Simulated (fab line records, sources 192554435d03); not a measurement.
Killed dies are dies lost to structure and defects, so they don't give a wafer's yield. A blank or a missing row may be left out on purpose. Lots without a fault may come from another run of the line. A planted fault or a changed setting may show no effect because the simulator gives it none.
fab line records | flow n5_finfet
record lots=7 wafers=21
route steps=1938 shown PASSIVATION@1901
start_h: hours from the record's first day to the start of the lot's first wafer shown | wait_h: hours since the lot's step before | " the same as in the row above | L1.1+2: a row that stands for several wafers | - no value, or no start given | * or withheld: withheld | < > ~ a bound
route shown NAME@n: a module of which the file shows steps, and the number in the route of the first | usual: mean/standard deviation of fault-free wafers | same: alike in all rows | chamber/n: place in a boat | sites: the reading at each site | _std_site: their standard deviation | _edge_site: outer sites' mean less inner sites' | radius_mm: how far each site lies from the wafer's centre | mask NAME#n: copy n | behind: the tool/chamber that last shaped the wafer | hold: why the lot was held/for how many hours/how that ended | device: the transistor (n, p or np) that didn't switch | end of line: the same wafers' tests at the end of the route | a step without rows: its recipe alone | killed: dies lost to structure and defects at the first sort, not the wafer's yield | map: a wafer's dies, x killed, . not, _ none there
set.NAME: the setting as run; set.NAME@STEP: as run at that earlier step | model.NAME: the simulator's own value behind a step, which no gauge read
lots whose settings were changed on purpose; a table a step, a row a wafer
## steps
# step N5_PASSIVATION_EXPOSE_27
# recipe mask_id=PAD na=0.55 source_shape=conventional sigma_outer=0.8 polarization=unpolarized defocus_nm=0 dose_mj=32.3
# columns lot.wafer tool chamber start_h wait_h mask set.dose_mj
L080.4+5 krf_scanner-02 0 300.22 - PAD#0 33.88
L080.6 " 0 " " PAD#0 32.3
L084.2+4 krf_scanner-02 0 319.60 - PAD#0 33
L084.5 " 0 " " PAD#0 32.3
L086.1+3 krf_scanner-02 0 340.28 - PAD#0 34.29
L086.2 " 0 " " PAD#0 32.3
L092.2+4+5 krf_scanner-02 0 396.80 - PAD#0 32.3
L093.3 krf_scanner-02 0 415.68 - PAD#0 33.52
L093.4+6 " 0 " " PAD#0 32.3
L094.1+5+6 krf_scanner-02 0 426.25 - PAD#0 32.3
L097.2+4 krf_scanner-02 0 456.50 - PAD#0 30.52
L097.6 " 0 " " PAD#0 32.3
# step N5_PASSIVATION_PEB_28
# recipe peb_temp_c=withheld peb_time_s=*
# step N5_PASSIVATION_DEVELOP_29
# recipe develop_time_s=60 rinse_liquid=diw dry=air_spin dev_temp_c=21
# step N5_PASSIVATION_HARDBAKE_31
# recipe temp_c=130 time_s=120
# step N5_PASSIVATION_CD_MEAS_30
# recipe target_cd_nm=4000 landing_energy_ev=500 detector=se_inlens polarity=opening
# usual cd_nm=4000.5/1.8
# columns lot.wafer tool chamber start_h wait_h set.dose_mj@PASSIVATION_EXPOSE_27 cd_nm
L080.4 cd_sem-03 0 300.39 - 33.88 4009.2
L080.5 " 0 " " 33.88 4009.8
L080.6 " 0 " " 32.3 4000.4
L084.2 cd_sem-02 0 319.78 - 33 4006.2
L084.4 " 0 " " 33 4008.9
L084.5 " 0 " " 32.3 3999.2
L086.1 cd_sem-03 0 340.45 - 34.29 4009.7
L086.2 " 0 " " 32.3 4001.4
L086.3 " 0 " " 34.29 4013.2
L092.2 cd_sem-02 0 396.97 - 32.3 4001.0
L092.4 " 0 " " 32.3 4001.2
L092.5 " 0 " " 32.3 4000.5
L093.3 cd_sem-01 0 415.85 - 33.52 4008.1
L093.4 " 0 " " 32.3 4002.6
L093.6 " 0 " " 32.3 4003.3
L094.1 cd_sem-03 0 426.42 - 32.3 4002.3
L094.5 " 0 " " 32.3 4001.3
L094.6 " 0 " " 32.3 3999.7
L097.2 cd_sem-03 0 456.67 - 30.52 3991.6
L097.4 " 0 " " 30.52 3991.6
L097.6 " 0 " " 32.3 4001.5
## key
split step=N5_PASSIVATION_EXPOSE_27 setting=dose_mj stated=32.3 by=wafer
response step=N5_PASSIVATION_CD_MEAS_30 reading=cd_nm change=+1.78 per=1% r=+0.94
